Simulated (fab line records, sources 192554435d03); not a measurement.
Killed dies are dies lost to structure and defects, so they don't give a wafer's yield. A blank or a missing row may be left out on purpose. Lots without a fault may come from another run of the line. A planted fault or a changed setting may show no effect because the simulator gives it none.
fab line records | flow n5_finfet
record lots=6 wafers=18 last_day=19
route steps=1938 shown BEOL_M6@1203
lots that met no fault: from a run of the same line without faults
start_h: hours from the record's first day to the start of the lot's first wafer shown | wait_h: hours since the lot's step before | " the same as in the row above | L1.1+2: a row that stands for several wafers | - no value, or no start given | * or withheld: withheld | < > ~ a bound
route shown NAME@n: a module of which the file shows steps, and the number in the route of the first | usual: mean/standard deviation of fault-free wafers | same: alike in all rows | chamber/n: place in a boat | sites: the reading at each site | _std_site: their standard deviation | _edge_site: outer sites' mean less inner sites' | radius_mm: how far each site lies from the wafer's centre | mask NAME#n: copy n | behind: the tool/chamber that last shaped the wafer | hold: why the lot was held/for how many hours/how that ended | device: the transistor (n, p or np) that didn't switch | end of line: the same wafers' tests at the end of the route | a step without rows: its recipe alone | killed: dies lost to structure and defects at the first sort, not the wafer's yield | map: a wafer's dies, x killed, . not, _ none there
set.NAME: the setting as run; set.NAME@STEP: as run at that earlier step | model.NAME: the simulator's own value behind a step, which no gauge read
lots at some steps of the route; a table a step, a row a wafer
services: from which hour (start_h, from the record's first day; less than 0 if before it) a tool's chamber was out of use, for how many hours, and why
## steps
# step N5_BEOL_M6_SOFTBAKE_06
# recipe temp_c=110 time_s=60 resist=CAR-ArF
# step N5_BEOL_M6_EXPOSE_08
# recipe mask_id=M6 na=1.35 source_shape=dipole sigma_inner=0.817 sigma_outer=0.97 polarization=te dose_mj=68.25
# step N5_BEOL_M6_PEB_09
# recipe peb_temp_c=withheld peb_time_s=60 resist=CAR-ArF
# step N5_BEOL_M6_DEVELOP_10
# recipe develop_time_s=30 developer=TMAH resist=CAR-ArF rinse_liquid=diw dry=air_spin dev_temp_c=23
# step N5_BEOL_M6_CD_MEAS_11
# recipe target_cd_nm=38.5 landing_energy_ev=500 detector=se_inlens polarity=opening
# usual cd_nm=38.8/0.57
# columns lot.wafer tool chamber start_h wait_h cd_nm
L111.3 cd_sem-02 0 244.24 - 39.2
L111.4 " 0 " " 38.6
L111.5 " 0 " " 38.9
L115.1 cd_sem-01 0 268.53 - 39.1
L115.3 " 0 " " 39.8
L115.4 " 0 " " 38.8
L118.1 cd_sem-01 0 274.46 - 38.9
L118.5 " 0 " " 39.5
L118.6 " 0 " " 39.3
L123.1 cd_sem-03 0 310.81 - 39.7
L123.5 " 0 " " 39.1
L123.6 " 0 " " 39.2
L125.1 cd_sem-01 0 334.08 - 38.6
L125.3 " 0 " " 37.9
L125.4 " 0 " " 38.1
L127.1 cd_sem-03 0 362.77 - 39.3
L127.2 " 0 " " 39.6
L127.6 " 0 " " 39.5
# step N5_BEOL_M6_OVL_MEAS_12
# recipe points_per_wafer=44
# usual M6_OVL=-0.1/0.66
# columns lot.wafer tool chamber start_h wait_h M6_OVL[nm]
L111.3 overlay-02 0 244.27 0.0 -0.6
L111.4 " 0 " " -0.6
L111.5 " 0 " " -0.7
L115.1 overlay-02 0 268.56 0.0 0.0
L115.3 " 0 " " -0.6
L115.4 " 0 " " 0.1
L118.1 overlay-01 0 274.49 0.0 -0.1
L118.5 " 0 " " 0.3
L118.6 " 0 " " -0.6
L123.1 overlay-02 0 310.85 0.0 -0.3
L123.5 " 0 " " -0.9
L123.6 " 0 " " -0.8
L125.1 overlay-01 0 334.11 0.0 0.4
L125.3 " 0 " " -0.4
L125.4 " 0 " " -0.2
L127.1 overlay-01 0 362.80 0.0 -0.2
L127.2 " 0 " " -0.2
L127.6 " 0 " " 0.3
# step N5_BEOL_M6_INSPECT_13
# recipe mode=adi inspect_instrument=brightfield
# usual raw_defect_count=407/93
# columns lot.wafer tool chamber start_h wait_h raw_defect_count
L111.3 defect_inspect-02 - 244.29 0.0 315
L111.4 " - " " 385
L111.5 " - " " 330
L115.1 defect_inspect-02 - 268.59 0.0 305
L115.3 " - " " 310
L115.4 " - " " 698
L118.1 defect_inspect-02 - 274.52 0.0 398
L118.5 " - " " 270
L118.6 " - " " 341
L123.1 defect_inspect-01 - 310.87 0.0 465
L123.5 " - " " 448
L123.6 " - " " 439
L125.1 defect_inspect-02 - 334.13 0.0 323
L125.3 " - " " 366
L125.4 " - " " 298
L127.1 defect_inspect-01 - 362.83 0.0 508
L127.2 " - " " 304
L127.6 " - " " 296
# step N5_BEOL_M6_DESCUM_16
# recipe chemistry=O2 time_s=7.9 source_power_w=50 bias_power_w=20 pressure_mtorr=20 rf_frequency_hz=2.712e+07 temp_c=40 resist=CAR-ArF o2_flow_sccm=225
# usual chamber_pressure_mTorr=19.999/0.017 drypump_motor_current_A=5.5/0.34 oes_product_au=0.76/0.068 rf_vpp_V=243.0/1.2 showerhead_plenum_p_Torr=2.08/0.064 temp_c=40.00/0.11 throttle_valve_pct=20.59/0.25
# columns lot.wafer tool chamber start_h wait_h chamber_pressure_mTorr drypump_motor_current_A oes_product_au rf_hours_counter_h rf_vpp_V showerhead_plenum_p_Torr temp_c throttle_valve_pct
L111.3 rie_diel-01 3 244.49 0.2 19.998 5.7 0.72 208 240.9 2.06 39.94 20.63
L111.4 " 2 " " 19.999 5.7 0.78 120 244.0 2.11 39.99 20.63
L111.5 " 2 " " 19.987 5.7 0.78 - 241.7 2.11 40.13 20.64
L115.1 rie_diel-02 3 268.71 0.1 19.990 5.1 0.71 211 244.7 2.17 39.93 21.01
L115.3 " 2 " " 20.020 5.3 0.69 228 241.8 1.98 39.97 20.95
L115.4 " 1 " " 20.006 5.2 0.74 173 243.3 2.10 39.93 20.58
L118.1 rie_diel-06 1 274.55 0.0 20.007 5.2 0.90 30 242.8 2.03 39.97 20.20
L118.5 " 3 " " 20.012 5.9 0.73 - 242.2 1.98 40.02 20.55
L118.6 " 2 " " 19.984 5.1 0.67 - 243.9 2.14 40.02 20.45
L123.1 rie_diel-06 0 310.90 0.0 20.009 5.2 0.67 255 243.1 2.16 39.92 21.01
L123.5 " 3 " " 19.995 5.9 0.71 - 242.2 1.98 39.79 20.56
L123.6 " 1 " " 19.969 5.2 0.90 - 242.2 2.03 40.01 20.22
L125.1 rie_diel-02 0 334.18 0.0 19.999 6.1 0.73 210 241.0 1.99 39.85 20.35
L125.3 " 2 " " 19.986 5.3 0.68 249 240.9 1.97 39.93 21.00
L125.4 " 3 " " 20.015 5.1 0.70 236 245.2 2.17 39.98 21.07
L127.1 rie_diel-01 3 362.86 0.0 19.986 5.7 0.70 248 241.6 2.05 39.78 20.67
L127.2 " 0 " " 20.001 5.7 0.76 136 242.9 2.09 40.06 20.59
L127.6 " 1 " " 20.009 5.7 0.82 - 243.1 2.10 39.91 20.36
# step N5_BEOL_M6_ETCH_61
# recipe chemistry=CF4 target=SiARC target_depth_a=455 mask_material=CAR-ArF time_s=75.8 ion_energy_ev=80 pressure_mtorr=40 source_w=545 bias_w=36 Ar_flow_sccm=100 cf4_flow_sccm=100 ends=cleared
# usual bias_w=36.00/0.1 chamber_pressure_mTorr=40.00/0.035 drypump_motor_current_A=5.5/0.34 etch_rf_on_time_s=75.9/1.4 oes_product_au=0.65/0.058 rf_vpp_V=184.0/1 showerhead_plenum_p_Torr=2.13/0.055 throttle_valve_pct=15.80/0.2
# columns lot.wafer tool chamber start_h wait_h bias_w chamber_pressure_mTorr drypump_motor_current_A etch_rf_on_time_s oes_product_au rf_hours_counter_h rf_vpp_V showerhead_plenum_p_Torr throttle_valve_pct
L111.3 rie_diel-01 3 244.53 0.0 36.07 40.00 5.7 72.8 0.62 208 184.3 2.12 15.89
L111.4 " 2 " " 36.05 39.99 5.7 75.3 0.66 120 184.7 2.15 15.75
L111.5 " 2 " " 36.12 40.00 5.7 75.5 0.67 - 183.6 2.15 15.76
L115.1 rie_diel-02 3 268.74 0.0 35.83 40.00 5.1 76.2 0.61 212 185.1 2.20 16.06
L115.3 " 2 " " 35.97 40.00 5.3 76.2 0.59 228 182.6 2.04 16.19
L115.4 " 1 " " 35.91 40.01 5.2 75.9 0.63 173 184.1 2.14 15.69
L118.1 rie_diel-06 1 274.59 0.0 35.94 39.97 5.2 73.6 0.79 30 183.1 2.11 15.47
L118.5 " 3 " " 36.03 39.96 5.9 75.4 0.62 - 183.7 2.05 15.83
L118.6 " 2 " " 36.07 39.99 5.1 76.2 0.57 - 184.7 2.20 15.83
L123.1 rie_diel-06 0 310.94 0.0 36.03 40.05 5.2 77.6 0.58 255 183.6 2.19 16.11
L123.5 " 3 " " 35.94 39.97 5.9 74.7 0.61 - 183.5 2.05 15.88
L123.6 " 1 " " 36.10 39.93 5.2 74.5 0.77 - 183.3 2.11 15.49
L125.1 rie_diel-02 0 334.22 0.0 36.07 40.04 6.1 76.9 0.61 210 181.6 2.04 15.67
L125.3 " 2 " " 36.14 39.96 5.3 76.6 0.58 249 182.5 2.03 16.23
L125.4 " 3 " " 36.04 39.96 5.1 76.6 0.60 236 182.8 2.19 16.08
L127.1 rie_diel-01 3 362.90 0.0 36.04 39.97 5.7 71.6 0.61 248 182.7 2.11 15.97
L127.2 " 0 " " 35.83 39.95 5.8 76.9 0.65 136 185.4 2.14 15.74
L127.6 " 1 " " 36.09 40.03 5.7 75.2 0.71 - 184.4 2.16 15.63
# step N5_BEOL_M6_ETCH_62
# recipe chemistry=N2/H2 target=SOC target_depth_a=1100 overetch_a=220 mask_material=SiARC temp_c=40 time_s=165 ion_energy_ev=200 pressure_mtorr=30 source_w=840 bias_w=150 n2_flow_sccm=200 h2_flow_sccm=200
# usual bias_w=150.0/0.43 chamber_pressure_mTorr=30.001/0.029 drypump_motor_current_A=5.5/0.34 oes_product_au=0.64/0.056 rf_vpp_V=523.5/2.1 showerhead_plenum_p_Torr=2.53/0.074 temp_c=39.97/0.11 throttle_valve_pct=17.99/0.24
# columns lot.wafer tool chamber start_h wait_h bias_w chamber_pressure_mTorr drypump_motor_current_A oes_product_au rf_hours_counter_h rf_vpp_V showerhead_plenum_p_Torr temp_c throttle_valve_pct
L111.3 rie_diel-01 3 244.59 0.0 150.2 29.983 5.7 0.61 208 524.9 2.51 39.83 18.03
L111.4 " 2 " " 149.7 30.039 5.7 0.66 120 523.2 2.55 40.13 18.09
L111.5 " 2 " " 149.2 29.996 5.7 0.65 - 525.9 2.56 39.99 18.06
L115.1 rie_diel-02 3 268.80 0.0 150.4 29.966 5.1 0.61 212 525.9 2.64 39.77 18.45
L115.3 " 2 " " 150.3 30.042 5.3 0.58 228 521.5 2.39 39.96 18.32
L115.4 " 1 " " 149.7 29.968 5.2 0.62 174 522.4 2.54 40.12 17.87
L118.1 rie_diel-06 1 274.64 0.0 149.5 29.970 5.2 0.77 30 521.6 2.48 39.92 17.66
L118.5 " 3 " " 149.6 30.044 5.9 0.62 - 519.9 2.43 40.10 18.13
L118.6 " 2 " " 149.7 30.022 5.1 0.58 - 526.6 2.61 39.96 17.96
L123.1 rie_diel-06 0 310.99 0.0 150.1 30.033 5.2 0.58 255 526.3 2.60 39.90 18.15
L123.5 " 3 " " 149.5 29.993 5.9 0.61 - 521.0 2.43 39.94 18.15
L123.6 " 1 " " 150.0 30.026 5.2 0.76 - 522.6 2.48 39.96 17.67
L125.1 rie_diel-02 0 334.27 0.0 149.2 30.029 6.1 0.62 210 521.4 2.41 40.02 17.85
L125.3 " 2 " " 150.5 29.980 5.3 0.58 249 520.0 2.38 39.83 18.35
L125.4 " 3 " " 148.8 29.999 5.1 0.60 236 526.5 2.63 39.67 18.49
L127.1 rie_diel-01 3 362.95 0.0 150.5 30.016 5.7 0.59 248 523.0 2.50 40.02 18.10
L127.2 " 0 " " 149.5 29.979 5.7 0.65 136 523.5 2.55 40.02 17.99
L127.6 " 1 " " 150.1 30.048 5.7 0.69 - 524.8 2.55 40.02 17.67
# step N5_BEOL_M6_STRIP_68
# recipe chemistry=N2/H2 temp_c=40 n2_flow_sccm=200 h2_flow_sccm=200 rf_frequency_hz=6e+07
# step N5_BEOL_M6_STRIP_67
# recipe chemistry=CF4 resist=SiARC power_w=300 bias_power_w=75 pressure_mtorr=50 cf4_flow_sccm=150 rf_frequency_hz=6e+07
# usual chamber_pressure_mTorr=50.00/0.067 drypump_motor_current_A=5.5/0.34 oes_product_au=0.76/0.066 rf_vpp_V=270.9/1.4 showerhead_plenum_p_Torr=1.78/0.045 throttle_valve_pct=13.76/0.22
# columns lot.wafer tool chamber start_h wait_h chamber_pressure_mTorr drypump_motor_current_A oes_product_au rf_hours_counter_h rf_vpp_V showerhead_plenum_p_Torr throttle_valve_pct
L111.3 rie_diel-01 3 244.73 0.0 50.01 5.7 0.71 208 271.5 1.77 13.85
L111.4 " 2 " " 49.95 5.7 0.78 120 270.7 1.80 13.71
L111.5 " 2 " " 50.01 5.7 0.78 - 270.6 1.80 13.74
L115.1 rie_diel-02 3 268.94 0.0 49.98 5.1 0.72 212 273.5 1.84 14.02
L115.3 " 2 " " 50.03 5.3 0.70 228 270.8 1.72 14.18
L115.4 " 1 " " 50.04 5.2 0.74 174 271.1 1.80 13.71
L118.1 rie_diel-06 1 274.79 0.0 50.02 5.2 0.92 30 271.0 1.76 13.37
L118.5 " 3 " " 49.96 5.9 0.72 - 270.3 1.72 13.81
L118.6 " 2 " " 50.02 5.1 0.69 - 271.4 1.83 13.78
L123.1 rie_diel-06 0 311.14 0.0 50.00 5.2 0.69 255 269.9 1.84 14.13
L123.5 " 3 " " 49.97 5.9 0.72 - 268.2 1.72 13.85
L123.6 " 1 " " 49.97 5.2 0.89 - 268.5 1.76 13.40
L125.1 rie_diel-02 0 334.42 0.0 49.96 6.1 0.72 210 270.0 1.71 13.66
L125.3 " 2 " " 50.48 5.3 0.68 249 270.2 1.71 14.22
L125.4 " 3 " " 50.06 5.1 0.70 236 271.1 1.83 14.06
L127.1 rie_diel-01 3 363.10 0.0 49.91 5.7 0.69 248 271.0 1.76 13.96
L127.2 " 0 " " 49.90 5.7 0.77 136 271.2 1.78 13.66
L127.6 " 1 " " 49.96 5.7 0.82 - 270.8 1.81 13.61
# step N5_BEOL_M6_HM_OPEN_17
# recipe chemistry=Cl2/BCl3 target_depth_a=200 overetch_a=60 target=TiN mask_material=SOC ion_energy_ev=150 pressure_mtorr=10 icp_w=1000 bias_w=126 Cl2_flow_sccm=53.25 bcl3_flow_sccm=21.75 Ar_flow_sccm=25
# usual bcl3_flow_sccm=21.75/0.057 bias_w=126.0/0.36 chamber_pressure_mTorr=9.999/0.0091 drypump_motor_current_A=5.6/0.61 oes_product_au=0.62/0.052 throttle_valve_pct=22.04/0.19
# columns lot.wafer tool chamber start_h wait_h bcl3_flow_sccm bias_w chamber_pressure_mTorr drypump_motor_current_A oes_product_au rf_hours_counter_h throttle_valve_pct model.SOC_of_BEOL_M6_COAT_59.thk_nm
L111.3 rie_metal-01 0 244.80 0.1 21.74 125.9 10.013 6.2 0.64 - 22.11 92.2
L111.4 " 1 " " 21.76 126.0 9.992 5.6 0.73 - 22.37 91.8
L111.5 " 1 " " 21.84 126.2 9.998 5.6 0.74 - 22.35 91.8
L115.1 rie_metal-02 1 268.98 0.0 21.73 125.9 10.009 6.3 0.67 41 21.83 92.4
L115.3 " 1 " " 21.74 125.6 9.997 6.3 0.67 - 21.84 92
L115.4 " 1 " " 21.67 126.0 9.981 6.3 0.68 - 21.83 91.8
L118.1 rie_metal-03 1 274.83 0.0 21.79 125.8 9.999 5.2 0.56 104 22.05 92.6
L118.5 " 0 " " 21.73 126.1 10.015 5.0 0.60 - 21.86 92.2
L118.6 " 1 " " 21.75 125.4 9.997 5.2 0.56 - 22.06 92.6
L123.1 rie_metal-02 1 311.18 0.0 - - - - - - - 99.8
L123.5 " 0 " " - - - - - - - 99.6
L123.6 " 1 " " - - - - - - - 99.8
L125.1 rie_metal-02 1 334.46 0.0 - - - - - - - 100.6
L125.3 " 1 " " - - - - - - - 100.6
L125.4 " 0 " " - - - - - - - 100.4
L127.1 rie_metal-01 0 363.14 0.0 21.87 126.2 10.001 6.2 0.62 65 22.13 92.4
L127.2 " 1 " " 21.72 125.3 10.004 5.6 0.71 24 22.38 92
L127.6 " 0 " " 21.70 126.8 10.008 6.2 0.62 - 22.12 92.6
# step N5_BEOL_M6_STRIP_19
# recipe chemistry=O2 power_w=400 temp_c=40 pressure_mtorr=30 rf_frequency_hz=6e+07 bias_power_w=0 overash_fraction=0.2 o2_flow_sccm=225
# usual chamber_pressure_mTorr=30.00/0.034 drypump_motor_current_A=5.5/0.32 oes_product_au=0.76/0.071 rf_vpp_V=3.6/0.61 showerhead_plenum_p_Torr=2.09/0.063 temp_c=40.00/0.11 throttle_valve_pct=16.83/0.23
# columns lot.wafer tool chamber start_h wait_h chamber_pressure_mTorr drypump_motor_current_A oes_product_au rf_hours_counter_h rf_vpp_V showerhead_plenum_p_Torr temp_c throttle_valve_pct
L111.3 rie_diel-06 3 244.90 0.1 30.04 5.9 0.73 194 3.8 1.99 40.07 16.79
L111.4 " 0 " " 30.04 5.2 0.69 231 3.5 2.18 39.88 17.21
L111.5 " 0 " " 30.01 5.2 0.69 - 4.3 2.17 39.86 17.22
L115.1 rie_diel-02 3 269.30 0.3 30.01 5.1 0.71 212 4.0 2.18 40.07 17.21
L115.3 " 0 " " 30.01 6.1 0.75 186 3.2 2.00 40.01 16.65
L115.4 " 2 " " 30.00 5.3 0.68 228 4.0 1.99 40.22 17.21
L118.1 rie_diel-06 0 275.28 0.4 30.03 5.2 0.68 242 3.7 2.17 40.11 17.24
L118.5 " 0 " " 30.00 5.2 0.68 - 3.5 2.17 40.01 17.20
L118.6 " 3 " " 29.97 5.9 0.73 - 2.5 1.99 40.00 16.81
L123.1 rie_diel-06 0 311.29 0.1 29.96 5.2 0.66 255 4.7 2.17 39.94 17.25
L123.5 " 3 " " 30.01 5.9 0.72 - 4.1 1.98 39.69 16.83
L123.6 " 1 " " 30.02 5.1 0.89 - 3.3 2.03 39.89 16.42
L125.1 rie_diel-01 1 334.57 0.1 29.98 5.7 0.84 82 3.5 2.11 40.00 16.63
L125.3 " 3 " " 30.01 5.7 0.71 239 4.3 2.06 39.97 16.95
L125.4 " 0 " " 29.95 5.7 0.78 126 4.9 2.10 40.04 16.81
L127.1 rie_diel-01 2 363.25 0.1 29.98 5.6 0.74 161 3.2 2.10 39.96 16.93
L127.2 " 1 " " 30.03 5.7 0.82 92 4.5 2.10 39.99 16.61
L127.6 " 2 " " 29.98 5.7 0.74 - 2.9 2.10 39.99 16.95
# step N5_BEOL_M6_CD_MEAS_18
# recipe pitch_nm=80 target_cd_nm=40
# usual cd_nm=40.3/0.62
# columns lot.wafer tool chamber start_h wait_h cd_nm
L111.3 cd_sem-01 - 244.97 0.1 40.7
L111.4 " - " " 41.3
L111.5 " - " " 41.0
L115.1 cd_sem-01 - 269.37 0.0 40.0
L115.3 " - " " 40.7
L115.4 " - " " 40.3
L118.1 cd_sem-02 - 275.35 0.0 40.5
L118.5 " - " " 41.2
L118.6 " - " " 41.0
L123.1 cd_sem-01 - 311.36 0.0 -
L123.5 " - " " -
L123.6 " - " " -
L125.1 cd_sem-01 - 334.64 0.0 -
L125.3 " - " " -
L125.4 " - " " -
L127.1 cd_sem-03 - 363.32 0.0 41.1
L127.2 " - " " 41.1
L127.6 " - " " 41.1
# step N5_BEOL_M6_COAT_63
# recipe resist=SOC temp_c=250 time_s=60 spin_rpm=1500 resist_thk_nm=60
## services
# columns tool chamber start_h hours kind
rie_diel-06 2 229.79 1.7 repair
rie_metal-03 1 238.12 25.3 repair
rie_metal-01 1 248.75 2.4 repair
rie_metal-01 - 253.60 2.8 pm
rie_metal-02 0 263.05 10.3 repair
rie_metal-02 - 267.25 1.4 pm
rie_diel-02 2 312.22 9.2 repair
rie_metal-01 1 315.86 8.9 repair
rie_diel-06 0 324.90 17.4 repair
rie_metal-03 1 332.44 - clean
rie_metal-03 1 332.44 16.0 scheduled_down
rie_metal-03 1 332.44 16.0 vent_cycle
rie_diel-06 3 332.84 3.2 repair
rie_diel-02 2 339.33 - clean
rie_diel-02 2 339.33 - consumable_replace:focus_ring
rie_diel-02 2 339.33 - consumable_replace:showerhead
rie_diel-02 2 339.33 25.6 scheduled_down
rie_diel-02 2 339.33 25.6 vent_cycle
rie_diel-06 0 342.34 - clean
rie_diel-06 0 342.34 - consumable_replace:focus_ring
rie_diel-06 0 342.34 26.0 scheduled_down
rie_diel-06 0 342.34 26.0 vent_cycle
## key
first_sign step=N5_BEOL_M6_HM_OPEN_17 reading=tool_record direction=missing
effect step=N5_BEOL_M6_CD_MEAS_18 reading=cd_nm direction=missing
model_effect step=N5_BEOL_M6_HM_OPEN_17 value=SOC_of_BEOL_M6_COAT_59.thk_nm without=92.4 struck=100.1
met_at N5_BEOL_M6_HM_OPEN_17
struck_wafers L123.1,L123.5,L123.6,L125.1,L125.3,L125.4
later_rows_left_out L123.1,L123.5,L123.6,L125.1,L125.3,L125.4
sort_left_out L123.1,L123.5,L123.6,L125.1,L125.3,L125.4
onset_between 268.98 311.18
fault kind=skipped_step_whole tool=rie_metal-02 chamber=- onset_h=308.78 steps=N5_BEOL_M6_HM_OPEN_17 scope=struck_lots_only
# sort_left_out: the simulated sort isn't trusted on such a fault, so these wafers' sort isn't shown, and their yield isn't known
# later_rows_left_out: the simulator's readings of these wafers behind a module that went badly wrong aren't trusted and aren't shown, but for the sort
